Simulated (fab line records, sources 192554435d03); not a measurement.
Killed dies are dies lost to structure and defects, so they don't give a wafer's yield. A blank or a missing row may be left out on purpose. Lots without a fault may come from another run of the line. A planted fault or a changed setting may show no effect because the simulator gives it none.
Chamber matching | flow n5_finfet | N5_FIN_SAQP_STRIP_55 on rie_diel-06: 4 sister chambers
The step strips in N2/H2. 18 wafers are shown with their chamber, then 9 later ones without.

WAFERS WITH THEIR CHAMBER
wafer  | chamber | showerhead_plenum_p_Torr (Torr) | drypump_motor_current_A (A) | oes_product_au (a.u.)
L077.2 | 3       | 3.22                            | 6.5                         | 0.74
L077.3 | 0       | 3.47                            | 5.1                         | 0.74
L077.5 | 2       | 3.20                            | 5.7                         | 0.71
L080.1 | 1       | 3.38                            | 5.4                         | 0.79
L080.4 | 3       | 3.21                            | 6.4                         | 0.74
L080.5 | 1       | 3.38                            | 5.4                         | 0.81
L081.3 | 1       | 3.38                            | 5.4                         | 0.81
L081.5 | 3       | 3.21                            | 6.4                         | 0.75
L081.6 | 2       | 3.20                            | 5.7                         | 0.70
L082.1 | 1       | 3.37                            | 5.4                         | 0.80
L082.2 | 0       | 3.47                            | 5.1                         | 0.73
L082.5 | 3       | 3.21                            | 6.5                         | 0.74
L084.1 | 3       | 3.21                            | 6.4                         | 0.74
L084.2 | 2       | 3.20                            | 5.7                         | 0.69
L084.3 | 0       | 3.46                            | 5.1                         | 0.73
L086.1 | 2       | 3.19                            | 5.6                         | 0.70
L086.2 | 1       | 3.37                            | 5.4                         | 0.79
L086.4 | 1       | 3.37                            | 5.4                         | 0.80

SIGNATURES (means of the wafers above)
reading                  | chamber 0 | chamber 1 | chamber 2 | chamber 3 | scatter within a chamber
showerhead_plenum_p_Torr | 3.4667    | 3.3750    | 3.1975    | 3.2120    | 0.00515
drypump_motor_current_A  | 5.100     | 5.400     | 5.675     | 6.440     | 0.0373
oes_product_au           | 0.7333    | 0.8000    | 0.7000    | 0.7420    | 0.0073
Rule: a wafer's distance from a chamber is the root of the sum, over the readings, of the square of ((its reading less the chamber's mean) divided by the reading's scatter). The wafer belongs to the nearest chamber; if the next one is less than 2 further off, it can't be placed. The scatter: the root of (the sum of the squares of (reading less its chamber's mean) over the shown wafers, divided by (wafers less chambers)).

WAFERS WITHOUT THEIR CHAMBER
wafer  | showerhead_plenum_p_Torr (Torr) | drypump_motor_current_A (A) | oes_product_au (a.u.)
L087.1 | 3.37                            | 5.4                         | 0.79
L087.5 | 3.46                            | 5.1                         | 0.72
L087.6 | 3.19                            | 5.7                         | 0.69
L091.1 | 3.36                            | 5.4                         | 0.78
L091.2 | 3.19                            | 5.7                         | 0.68
L091.6 | 3.19                            | 5.6                         | 0.68
L097.1 | 3.36                            | 5.4                         | 0.77
L097.2 | 3.20                            | 6.5                         | 0.71
L097.5 | 3.45                            | 5.1                         | 0.71

WHICH CHAMBER EACH WENT THROUGH
wafer  | from the rows above | in truth
L087.1 | 1                   | 1
L087.5 | 0                   | 0
L087.6 | 2                   | 2
L091.1 | 1                   | 1
L091.2 | 2                   | 2
L091.6 | 2                   | 2
L097.1 | 1                   | 1
L097.2 | 3                   | 3
L097.5 | 0                   | 0
Placed correctly: 9 of 9. Can't be placed from these rows: 0. Placed wrongly: 0.
